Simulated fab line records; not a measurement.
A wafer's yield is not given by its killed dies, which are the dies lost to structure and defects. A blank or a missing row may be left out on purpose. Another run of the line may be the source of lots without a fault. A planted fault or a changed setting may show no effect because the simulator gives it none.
Split-lot study :: flow n5_finfet :: 21 wafers read from 7 lots, route of 1938 steps

== SPLIT DETAILS ==
At N5_SDB_ALD_29 (deposits SiNx, target thk 30 nm, pulse time 1 s, ald cycles 600), the setting ald_cycles was moved away from the recipe's 600 on 5 of the 21 wafers read, by -5.3% to +16.5%. All remaining wafers had this setting at the recipe value.

The reading is taken at the split's own step.

== THE READING ==
SiNx_of_SDB_ALD_29.thk_nm (the simulator's own value, which no gauge read), in nm, at N5_SDB_ALD_29 (deposits SiNx, target thk 30 nm, pulse time 1 s, ald cycles 600). The file gives no usual value for it. Across the 16 wafers here that went through the recipe, the average is 30.1 nm and the standard deviation 0.18 nm.

wafer: L075.1
tool, chamber at the split: ald_sin-01, 0,2,1
ald_cycles as run: 600
against the recipe: recipe
SiNx_of_SDB_ALD_29.thk_nm, nm: 29.8
against lot-mates on the recipe: -

wafer: L075.3
tool, chamber at the split: ald_sin-01, 0,2,1
ald_cycles as run: 600
against the recipe: recipe
SiNx_of_SDB_ALD_29.thk_nm, nm: 29.8
against lot-mates on the recipe: -

wafer: L075.6
tool, chamber at the split: ald_sin-01, 0,2,1
ald_cycles as run: 600
against the recipe: recipe
SiNx_of_SDB_ALD_29.thk_nm, nm: 29.8
against lot-mates on the recipe: -

wafer: L077.1
tool, chamber at the split: ald_sin-02, 0
ald_cycles as run: 699
against the recipe: +16.5%
SiNx_of_SDB_ALD_29.thk_nm, nm: 35.4
against lot-mates on the recipe: +5.2

wafer: L077.2
tool, chamber at the split: ald_sin-02, 3
ald_cycles as run: 699
against the recipe: +16.5%
SiNx_of_SDB_ALD_29.thk_nm, nm: 35.2
against lot-mates on the recipe: +5.0

wafer: L077.5
tool, chamber at the split: ald_sin-02, 1
ald_cycles as run: 600
against the recipe: recipe
SiNx_of_SDB_ALD_29.thk_nm, nm: 30.2
against lot-mates on the recipe: -

wafer: L080.4
tool, chamber at the split: ald_sin-01, 2,0
ald_cycles as run: 600
against the recipe: recipe
SiNx_of_SDB_ALD_29.thk_nm, nm: 30
against lot-mates on the recipe: -

wafer: L080.5
tool, chamber at the split: ald_sin-01, 2,0
ald_cycles as run: 600
against the recipe: recipe
SiNx_of_SDB_ALD_29.thk_nm, nm: 30
against lot-mates on the recipe: -

wafer: L080.6
tool, chamber at the split: ald_sin-01, 1
ald_cycles as run: 600
against the recipe: recipe
SiNx_of_SDB_ALD_29.thk_nm, nm: 30.2
against lot-mates on the recipe: -

wafer: L082.1
tool, chamber at the split: ald_sin-04, 0
ald_cycles as run: 568
against the recipe: -5.3%
SiNx_of_SDB_ALD_29.thk_nm, nm: 28.4
against lot-mates on the recipe: -1.7

wafer: L082.2
tool, chamber at the split: ald_sin-04, 1
ald_cycles as run: 600
against the recipe: recipe
SiNx_of_SDB_ALD_29.thk_nm, nm: 30
against lot-mates on the recipe: -

wafer: L082.4
tool, chamber at the split: ald_sin-04, 2
ald_cycles as run: 600
against the recipe: recipe
SiNx_of_SDB_ALD_29.thk_nm, nm: 30.2
against lot-mates on the recipe: -

wafer: L083.1
tool, chamber at the split: ald_sin-04, 2
ald_cycles as run: 600
against the recipe: recipe
SiNx_of_SDB_ALD_29.thk_nm, nm: 30.2
against lot-mates on the recipe: -

wafer: L083.6
tool, chamber at the split: ald_sin-04, 2
ald_cycles as run: 600
against the recipe: recipe
SiNx_of_SDB_ALD_29.thk_nm, nm: 30.2
against lot-mates on the recipe: -

wafer: L083.4
tool, chamber at the split: ald_sin-04, 1
ald_cycles as run: 600
against the recipe: recipe
SiNx_of_SDB_ALD_29.thk_nm, nm: 29.8
against lot-mates on the recipe: -

wafer: L093.1
tool, chamber at the split: ald_sin-04, 2,0
ald_cycles as run: 600
against the recipe: recipe
SiNx_of_SDB_ALD_29.thk_nm, nm: 30
against lot-mates on the recipe: -

wafer: L093.6
tool, chamber at the split: ald_sin-04, 2,0
ald_cycles as run: 600
against the recipe: recipe
SiNx_of_SDB_ALD_29.thk_nm, nm: 30
against lot-mates on the recipe: -

wafer: L093.3
tool, chamber at the split: ald_sin-04, 3
ald_cycles as run: 697
against the recipe: +16.2%
SiNx_of_SDB_ALD_29.thk_nm, nm: 34.8
against lot-mates on the recipe: +4.8

wafer: L097.2
tool, chamber at the split: ald_sin-02, 0
ald_cycles as run: 600
against the recipe: recipe
SiNx_of_SDB_ALD_29.thk_nm, nm: 30.2
against lot-mates on the recipe: -

wafer: L097.3
tool, chamber at the split: ald_sin-02, 1
ald_cycles as run: 643
against the recipe: +7.2%
SiNx_of_SDB_ALD_29.thk_nm, nm: 32.4
against lot-mates on the recipe: +2.1

wafer: L097.4
tool, chamber at the split: ald_sin-02, 0
ald_cycles as run: 600
against the recipe: recipe
SiNx_of_SDB_ALD_29.thk_nm, nm: 30.4
against lot-mates on the recipe: -
When a row names more than one chamber, that row covers several wafers, and the file does not tell which wafer ran in which chamber.

FIT RESULTS
A straight line over all 21 wafers: SiNx_of_SDB_ALD_29.thk_nm changes by +0.311 nm for each +1% of ald_cycles; r = +1.00; the points scatter about the line by 0.19 nm.
The same after taking each lot's own level away (the mean of its wafers on the recipe; 21 wafers): +0.305 nm for each +1%; r = +1.00; scatter 0.11 nm.
The reading moves by 5 nm for the largest change in ald_cycles, on that fit.
The span of the lots' own levels, 29.80 to 30.30 nm, comes to 2.8 times the standard deviation stated above.
Hence the lot-to-lot level has little effect on the slope; both slopes agree.
Check: with one of the wafers moved furthest among these (+16.5%) left out of the fit, the line predicts +4.95 nm for it against its lot-mates. It came out at +5.2 nm against them.

== THE OTHER SPLITS THESE WAFERS WENT THROUGH ==
These wafers also went through other splits before the reading. Each is held against what the fit with the lots' levels taken away leaves over:
other split on the same wafers: N5_SD_EPI_N_ETCH_16 target_depth_a
wafers away from the commonest value: 3
r with SiNx_of_SDB_ALD_29.thk_nm (lot level and that fit taken away): -0.36

== FILE'S OWN FIT ==
SiNx_of_SDB_ALD_29.thk_nm changes by +0.303 nm for each +1% of ald_cycles, r = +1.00.
